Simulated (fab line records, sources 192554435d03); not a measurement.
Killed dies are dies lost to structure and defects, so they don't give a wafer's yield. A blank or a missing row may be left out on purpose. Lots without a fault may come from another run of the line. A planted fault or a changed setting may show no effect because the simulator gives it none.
Which tool did it? | flow n5_finfet | 24 lots, 72 wafers sampled, at 6 steps of a route of 1938

WHAT THE GAUGES READ, wafer by wafer
The record holds no reading of a measuring or inspecting step that can be judged against a usual standard deviation.

WHICH TOOL RAN EACH LOT (tool, then ch and the chambers of the sampled wafers, then the start)
lot  | N5_BEOL_M11_STRIP_19               | N5_BEOL_M11_VIA_ETCH_34            | N5_BEOL_M11_PRE_CLEAN_45     | N5_BEOL_M11_SURFACE_TREAT_76 | N5_BEOL_M12_ILD_DEP_00          | N5_BEOL_M12_DESCUM_15
L075 | rie_diel-06 ch 2,3, day 11 04:30   | rie_diel-05 ch 1,2, day 11 05:38   | pvd_sputter-01, day 11 06:43 | pvd_sputter-01, day 11 08:50 | pecvd-04 ch 1,2, day 11 10:18   | rie_diel-04 ch 0,1,3, day 11 10:59
L074 | rie_diel-05 ch 1,2, day 11 11:26   | rie_diel-06 ch 0,1,3, day 11 14:49 | pvd_sputter-02, day 11 15:44 | pvd_sputter-03, day 11 16:05 | pecvd-02 ch 0,1,2, day 11 17:38 | rie_diel-04 ch 1,2,3, day 11 18:10
L076 | rie_diel-06 ch 0,1,2, day 11 20:00 | rie_diel-05 ch 0,1,3, day 11 20:47 | pvd_sputter-01, day 11 22:00 | pvd_sputter-02, day 11 22:21 | pecvd-04 ch 0,1, day 12 01:21   | rie_diel-03 ch 1,2,3, day 12 01:52
L080 | rie_diel-06 ch 0,2, day 12 07:55   | rie_diel-06 ch 2,3, day 12 10:10   | pvd_sputter-03, day 12 11:27 | pvd_sputter-02, day 12 11:49 | pecvd-01 ch 1,2, day 12 13:32   | rie_diel-03 ch 0,1,2, day 12 14:20
L077 | rie_diel-02 ch 1,2,3, day 12 12:17 | rie_diel-02 ch 1,2,3, day 12 14:44 | pvd_sputter-02, day 12 17:20 | pvd_sputter-02, day 12 17:41 | pecvd-01 ch 0,2, day 12 18:58   | rie_diel-03 ch 1,2, day 12 19:42
L078 | rie_diel-06 ch 0,3, day 12 12:29   | rie_diel-06 ch 2,3, day 12 14:08   | pvd_sputter-03, day 12 14:59 | pvd_sputter-03, day 12 15:22 | pecvd-04 ch 0,2, day 12 17:29   | rie_diel-01 ch 0,2,3, day 12 18:10
L079 | rie_diel-05 ch 1,3, day 12 22:04   | rie_diel-06 ch 2,3, day 12 22:48   | pvd_sputter-01, day 13 00:43 | pvd_sputter-01, day 13 01:19 | pecvd-02 ch 0,1, day 13 02:33   | rie_diel-04 ch 0,1,3, day 13 03:05
L081 | rie_diel-05 ch 1,2,3, day 13 14:30 | rie_diel-06 ch 2,3, day 13 15:12   | pvd_sputter-02, day 13 16:12 | pvd_sputter-03, day 13 16:59 | pecvd-04 ch 0,1,2, day 13 19:05 | rie_diel-03 ch 1,2, day 13 19:54
L082 | rie_diel-02 ch 1,3, day 13 14:49   | rie_diel-05 ch 0,1, day 13 16:34   | pvd_sputter-02, day 13 18:48 | pvd_sputter-03, day 13 19:10 | pecvd-02 ch 1,2, day 13 20:34   | rie_diel-01 ch 0,1,3, day 13 21:05
L083 | rie_diel-06 ch 0,1,2, day 14 07:01 | rie_diel-06 ch 1,2,3, day 14 08:10 | pvd_sputter-03, day 14 09:22 | pvd_sputter-03, day 14 09:50 | pecvd-01 ch 0,2, day 14 11:28   | rie_diel-01 ch 0,1,2, day 14 12:07
L084 | rie_diel-06 ch 0,1,3, day 14 09:52 | rie_diel-06 ch 0,2,3, day 14 10:34 | pvd_sputter-03, day 14 11:43 | pvd_sputter-03, day 14 12:09 | pecvd-04 ch 0,2, day 14 13:26   | rie_diel-03 ch 0,1,2, day 14 14:14
L086 | rie_diel-06 ch 1,2,3, day 15 00:56 | rie_diel-06 ch 1,2,3, day 15 03:07 | pvd_sputter-01, day 15 05:05 | pvd_sputter-01, day 15 05:30 | pecvd-01 ch 0,1,2, day 15 07:13 | rie_diel-04 ch 0,1,2, day 15 07:45
L085 | rie_diel-02 ch 1,2,3, day 15 01:37 | rie_diel-05 ch 0,2, day 15 03:05   | pvd_sputter-03, day 15 04:01 | pvd_sputter-01, day 15 04:41 | pecvd-04 ch 0,1,2, day 15 07:20 | rie_diel-01 ch 2,3, day 15 07:59
L088 | rie_diel-02 ch 2,3, day 15 10:17   | rie_diel-05 ch 0,3, day 15 11:04   | pvd_sputter-03, day 15 12:56 | pvd_sputter-03, day 15 13:23 | pecvd-02 ch 0,2, day 15 14:53   | rie_diel-04 ch 1,2,3, day 15 15:24
L089 | rie_diel-02 ch 0,1,2, day 15 14:57 | rie_diel-05 ch 0,2,3, day 15 19:53 | pvd_sputter-03, day 15 20:44 | pvd_sputter-01, day 15 21:10 | pecvd-02 ch 0,1,2, day 15 22:20 | rie_diel-01 ch 0,1,3, day 15 22:59
L087 | rie_diel-06 ch 0,2,3, day 15 15:12 | rie_diel-06 ch 0,2,3, day 15 20:43 | pvd_sputter-02, day 15 21:33 | pvd_sputter-03, day 15 23:19 | pecvd-02 ch 0,1,2, day 16 00:58 | rie_diel-01 ch 2,3, day 16 01:47
L093 | rie_diel-05 ch 0,1,3, day 15 20:30 | rie_diel-06 ch 1,2, day 16 00:53   | pvd_sputter-03, day 16 01:57 | pvd_sputter-02, day 16 02:21 | pecvd-04 ch 0,2, day 16 03:50   | rie_diel-04 ch 0,1,2, day 16 04:43
L091 | rie_diel-05 ch 0,1,2, day 16 06:08 | rie_diel-05 ch 0,1,2, day 16 09:31 | pvd_sputter-01, day 16 10:47 | pvd_sputter-03, day 16 11:13 | pecvd-04 ch 0,1,2, day 16 12:29 | rie_diel-01 ch 1,2,3, day 16 13:00
L090 | rie_diel-05 ch 1,2,3, day 16 11:33 | rie_diel-05 ch 0,3, day 16 13:05   | pvd_sputter-01, day 16 15:02 | pvd_sputter-03, day 16 15:23 | pecvd-04 ch 0,1,2, day 16 16:46 | rie_diel-04 ch 0,3, day 16 17:14
L092 | rie_diel-05 ch 0,1, day 16 16:03   | rie_diel-05 ch 0,2,3, day 16 19:49 | pvd_sputter-02, day 16 20:46 | pvd_sputter-03, day 16 21:26 | pecvd-04 ch 0,1,2, day 16 23:24 | rie_diel-03 ch 0,1,2, day 16 23:53
L095 | rie_diel-02 ch 0,3, day 16 16:28   | rie_diel-02 ch 2,3, day 16 20:10   | pvd_sputter-03, day 16 21:23 | pvd_sputter-03, day 16 22:04 | pecvd-04 ch 0,2, day 17 00:11   | rie_diel-03 ch 0,1,2, day 17 00:43
L094 | rie_diel-02 ch 0,1,3, day 16 16:31 | rie_diel-06 ch 1,2,3, day 16 19:38 | pvd_sputter-02, day 16 20:50 | pvd_sputter-03, day 16 21:28 | pecvd-01 ch 0,1, day 16 23:37   | rie_diel-03 ch 0,1,2, day 17 00:11
L096 | rie_diel-06 ch 0,3, day 17 19:43   | rie_diel-06 ch 1,2, day 17 22:11   | pvd_sputter-02, day 17 23:10 | pvd_sputter-02, day 17 23:44 | pecvd-01 ch 1,2, day 18 01:04   | rie_diel-03 ch 0,1,3, day 18 01:43
L097 | rie_diel-02 ch 1,3, day 18 15:23   | rie_diel-05 ch 0,1,2, day 18 17:34 | pvd_sputter-01, day 18 18:36 | pvd_sputter-03, day 18 19:04 | pecvd-02 ch 0,1, day 18 20:24   | rie_diel-04 ch 0,1,3, day 18 20:55
- N5_BEOL_M11_STRIP_19: strips in O2.
- N5_BEOL_M11_VIA_ETCH_34: etches SiCOH lowk in C4F6/O2, target depth 184.5 nm, time 69.2 s.
- N5_BEOL_M11_PRE_CLEAN_45: time 30 s.
- N5_BEOL_M11_SURFACE_TREAT_76
- N5_BEOL_M12_ILD_DEP_00: deposits SiOC from DEMS/O2, target thk 658.92 nm, time 130.7 s.
- N5_BEOL_M12_DESCUM_15: chemistry O2, time 7.9 s.

WHAT THE TOOLS THEMSELVES READ (means of the sampled wafers that have a number; where no wafer has one, the mark that the record gives instead)
N5_BEOL_M11_STRIP_19.
lot  | tool        | drypump_motor_current_A (A) | oes_product_au (a.u.) | rf_vpp_V (V) | showerhead_plenum_p_Torr (Torr) | throttle_valve_pct (%)
L075 | rie_diel-06 | 5.6                         | 0.71                  | 3.5          | 2.17                            | 16.84
L074 | rie_diel-05 | 6.0                         | 0.78                  | 3.6          | 2.14                            | 16.49
L076 | rie_diel-06 | 5.8                         | 0.72                  | 3.5          | 2.08                            | 16.79
L080 | rie_diel-06 | 5.3                         | 0.76                  | 4.0          | 2.07                            | 16.83
L077 | rie_diel-02 | 5.7                         | 0.80                  | 3.9          | 2.05                            | 16.60
L078 | rie_diel-06 | 5.4                         | 0.72                  | 3.2          | 2.12                            | 16.92
L079 | rie_diel-05 | 5.3                         | 0.84                  | 4.1          | 2.09                            | 16.60
L081 | rie_diel-05 | 5.6                         | 0.80                  | 3.6          | 2.11                            | 16.57
L082 | rie_diel-02 | 5.6                         | 0.84                  | 3.7          | 2.03                            | 16.50
L083 | rie_diel-06 | 5.8                         | 0.81                  | 3.9          | 2.07                            | 16.67
L084 | rie_diel-06 | 5.8                         | 0.80                  | 3.9          | 2.08                            | 16.76
L086 | rie_diel-06 | 5.9                         | 0.77                  | 4.0          | 2.13                            | 16.71
L085 | rie_diel-02 | 5.7                         | 0.79                  | 4.0          | 2.05                            | 16.66
L088 | rie_diel-02 | 5.9                         | 0.75                  | 3.4          | 2.07                            | 16.68
L089 | rie_diel-02 | 5.6                         | 0.72                  | 3.9          | 2.09                            | 16.89
L087 | rie_diel-06 | 5.5                         | 0.71                  | 3.7          | 2.11                            | 16.87
L093 | rie_diel-05 | 5.3                         | 0.89                  | 3.6          | 2.07                            | 16.45
L091 | rie_diel-05 | 5.7                         | 0.84                  | 4.1          | 2.09                            | 16.40
L090 | rie_diel-05 | 5.6                         | 0.87                  | 4.3          | 2.10                            | 16.47
L092 | rie_diel-05 | 5.4                         | 0.84                  | 4.1          | 2.06                            | 16.39
L095 | rie_diel-02 | 5.5                         | 0.77                  | 3.3          | 2.06                            | 16.64
L094 | rie_diel-02 | 5.4                         | 0.76                  | 4.0          | 2.06                            | 16.76
L096 | rie_diel-06 | 5.3                         | 0.72                  | 3.2          | 2.05                            | 16.98
L097 | rie_diel-02 | 5.6                         | 0.79                  | 4.3          | 2.02                            | 16.57

N5_BEOL_M11_VIA_ETCH_34.
lot  | tool        | drypump_motor_current_A (A) | oes_product_au (a.u.) | rf_vpp_V (V) | showerhead_plenum_p_Torr (Torr) | throttle_valve_pct (%)
L075 | rie_diel-05 | 6.0                         | 0.79                  | 681          | 2.89                            | 20.65
L074 | rie_diel-06 | 5.8                         | 0.72                  | 674          | 2.83                            | 21.04
L076 | rie_diel-05 | 5.3                         | 0.82                  | 661          | 2.84                            | 20.83
L080 | rie_diel-06 | 5.7                         | 0.72                  | 662          | 2.95                            | 21.05
L077 | rie_diel-02 | 5.8                         | 0.81                  | 657          | 2.77                            | 20.76
L078 | rie_diel-06 | 5.6                         | 0.71                  | 663          | 2.94                            | 21.04
L079 | rie_diel-06 | 5.6                         | 0.71                  | 663          | 2.95                            | 21.08
L081 | rie_diel-06 | 5.7                         | 0.71                  | 664          | 2.95                            | 21.08
L082 | rie_diel-05 | 5.5                         | 0.73                  | 659          | 2.86                            | 20.78
L083 | rie_diel-06 | 6.0                         | 0.79                  | 667          | 2.89                            | 20.90
L084 | rie_diel-06 | 5.5                         | 0.72                  | 670          | 2.88                            | 21.15
L086 | rie_diel-06 | 6.0                         | 0.78                  | 666          | 2.88                            | 20.90
L085 | rie_diel-05 | 5.6                         | 0.79                  | 660          | 2.80                            | 20.70
L088 | rie_diel-05 | 5.2                         | 0.82                  | 653          | 2.78                            | 20.85
L089 | rie_diel-05 | 5.5                         | 0.83                  | 667          | 2.81                            | 20.80
L087 | rie_diel-06 | 5.5                         | 0.71                  | 671          | 2.87                            | 21.17
L093 | rie_diel-06 | 5.9                         | 0.77                  | 666          | 2.89                            | 20.95
L091 | rie_diel-05 | 5.7                         | 0.85                  | 667          | 2.84                            | 20.65
L090 | rie_diel-05 | 5.2                         | 0.81                  | 653          | 2.78                            | 20.86
L092 | rie_diel-05 | 5.5                         | 0.82                  | 666          | 2.81                            | 20.82
L095 | rie_diel-02 | 5.7                         | 0.80                  | 660          | 2.77                            | 20.71
L094 | rie_diel-06 | 5.9                         | 0.76                  | 667          | 2.88                            | 20.91
L096 | rie_diel-06 | 6.0                         | 0.76                  | 667          | 2.89                            | 20.96
L097 | rie_diel-05 | 5.7                         | 0.82                  | 666          | 2.83                            | 20.67

N5_BEOL_M11_PRE_CLEAN_45.
lot  | tool           | heater_power_w (W)
L075 | pvd_sputter-01 | 326
L074 | pvd_sputter-02 | 328
L076 | pvd_sputter-01 | 328
L080 | pvd_sputter-03 | 334
L077 | pvd_sputter-02 | 348
L078 | pvd_sputter-03 | 301
L079 | pvd_sputter-01 | 336
L081 | pvd_sputter-02 | 368
L082 | pvd_sputter-02 | 347
L083 | pvd_sputter-03 | 330
L084 | pvd_sputter-03 | 320
L086 | pvd_sputter-01 | 312
L085 | pvd_sputter-03 | 330
L088 | pvd_sputter-03 | 331
L089 | pvd_sputter-03 | 337
L087 | pvd_sputter-02 | 351
L093 | pvd_sputter-03 | 303
L091 | pvd_sputter-01 | 305
L090 | pvd_sputter-01 | 319
L092 | pvd_sputter-02 | 353
L095 | pvd_sputter-03 | 319
L094 | pvd_sputter-02 | 328
L096 | pvd_sputter-02 | 318
L097 | pvd_sputter-01 | 323

N5_BEOL_M12_ILD_DEP_00.
lot  | tool     | heater_power_w (W) | showerhead_plenum_p_Torr (Torr) | throttle_valve_pct (%)
L075 | pecvd-04 | 463                | 5.698                           | 11.6
L074 | pecvd-02 | 486                | 5.705                           | 11.6
L076 | pecvd-04 | 394                | 5.700                           | 12.3
L080 | pecvd-01 | 412                | 5.681                           | 11.8
L077 | pecvd-01 | 475                | 5.694                           | 11.4
L078 | pecvd-04 | 417                | 5.702                           | 12.1
L079 | pecvd-02 | 463                | 5.698                           | 11.7
L081 | pecvd-04 | 391                | 5.707                           | 12.1
L082 | pecvd-02 | 540                | 5.712                           | 11.7
L083 | pecvd-01 | 453                | 5.701                           | 11.5
L084 | pecvd-04 | 447                | 5.704                           | 12.0
L086 | pecvd-01 | 443                | 5.691                           | 11.5
L085 | pecvd-04 | 401                | 5.701                           | 12.0
L088 | pecvd-02 | 532                | 5.695                           | 11.9
L089 | pecvd-02 | 486                | 5.687                           | 11.8
L087 | pecvd-02 | 501                | 5.696                           | 11.7
L093 | pecvd-04 | 398                | 5.708                           | 11.8
L091 | pecvd-04 | 418                | 5.699                           | 12.2
L090 | pecvd-04 | 392                | 5.705                           | 12.2
L092 | pecvd-04 | 397                | 5.701                           | 12.2
L095 | pecvd-04 | 398                | 5.716                           | 12.3
L094 | pecvd-01 | 490                | 5.694                           | 11.7
L096 | pecvd-01 | 437                | 5.677                           | 12.1
L097 | pecvd-02 | 474                | 5.691                           | 11.2

N5_BEOL_M12_DESCUM_15.
lot  | tool        | drypump_motor_current_A (A) | oes_product_au (a.u.) | rf_vpp_V (V) | showerhead_plenum_p_Torr (Torr) | throttle_valve_pct (%)
L075 | rie_diel-04 | 5.8                         | 0.88                  | 242.2        | 2.11                            | 20.55
L074 | rie_diel-04 | 5.9                         | 0.84                  | 244.0        | 2.12                            | 20.42
L076 | rie_diel-03 | 5.4                         | 0.78                  | 244.4        | 2.14                            | 20.34
L080 | rie_diel-03 | 5.4                         | 0.77                  | 242.9        | 2.09                            | 20.47
L077 | rie_diel-03 | 5.5                         | 0.76                  | 242.2        | 2.08                            | 20.45
L078 | rie_diel-01 | 5.4                         | 0.88                  | 242.4        | 2.13                            | 20.31
L079 | rie_diel-04 | 5.8                         | 0.86                  | 242.9        | 2.10                            | 20.56
L081 | rie_diel-03 | 5.4                         | 0.80                  | 243.5        | 2.15                            | 20.37
L082 | rie_diel-01 | 5.2                         | 0.84                  | 243.6        | 2.09                            | 20.30
L083 | rie_diel-01 | 5.5                         | 0.85                  | 243.7        | 2.12                            | 20.34
L084 | rie_diel-03 | 5.4                         | 0.75                  | 243.2        | 2.08                            | 20.50
L086 | rie_diel-04 | 5.7                         | 0.80                  | 242.4        | 2.06                            | 20.49
L085 | rie_diel-01 | 5.6                         | 0.86                  | 245.0        | 2.18                            | 20.34
L088 | rie_diel-04 | 5.9                         | 0.80                  | 243.7        | 2.10                            | 20.45
L089 | rie_diel-01 | 5.2                         | 0.81                  | 242.5        | 2.09                            | 20.33
L087 | rie_diel-01 | 5.3                         | 0.84                  | 243.5        | 2.14                            | 20.33
L093 | rie_diel-04 | 5.7                         | 0.81                  | 243.5        | 2.06                            | 20.50
L091 | rie_diel-01 | 5.4                         | 0.84                  | 244.1        | 2.15                            | 20.32
L090 | rie_diel-04 | 5.6                         | 0.83                  | 244.7        | 2.15                            | 20.52
L092 | rie_diel-03 | 5.4                         | 0.74                  | 242.3        | 2.07                            | 20.52
L095 | rie_diel-03 | 5.4                         | 0.74                  | 243.1        | 2.07                            | 20.52
L094 | rie_diel-03 | 5.4                         | 0.74                  | 243.1        | 2.07                            | 20.52
L096 | rie_diel-03 | 5.4                         | 0.75                  | 243.8        | 2.13                            | 20.45
L097 | rie_diel-04 | 5.8                         | 0.79                  | 242.9        | 2.08                            | 20.63

THE ANSWER, worked out from the rows above alone
Rule: what is usual is taken from the lots themselves. Put in order of their means at a reading, lots are off if they are a third of the lots or fewer, leave a main group of 4 or more, and stand apart from it by a gap of 3 or more times the standard deviation of the main group's means; of several such gaps the widest counts. A main group whose means are all the same, to the digits that the tables above print for the reading, isn't used. A lot without any number at a reading at which 4 lots or more have one is off too. The other lots that the step has rows for count as sound. The gauges are gone through in route order, then the tools' own readings, and for those a lot's mean is taken as printed above. The first step at which some lot is off is used, and at that step the reading that is off furthest; a lot without a number counts as furthest.
No lot is off at any reading shown: from this, nothing can be told.

WHAT THE SIMULATOR HAD PUT IN
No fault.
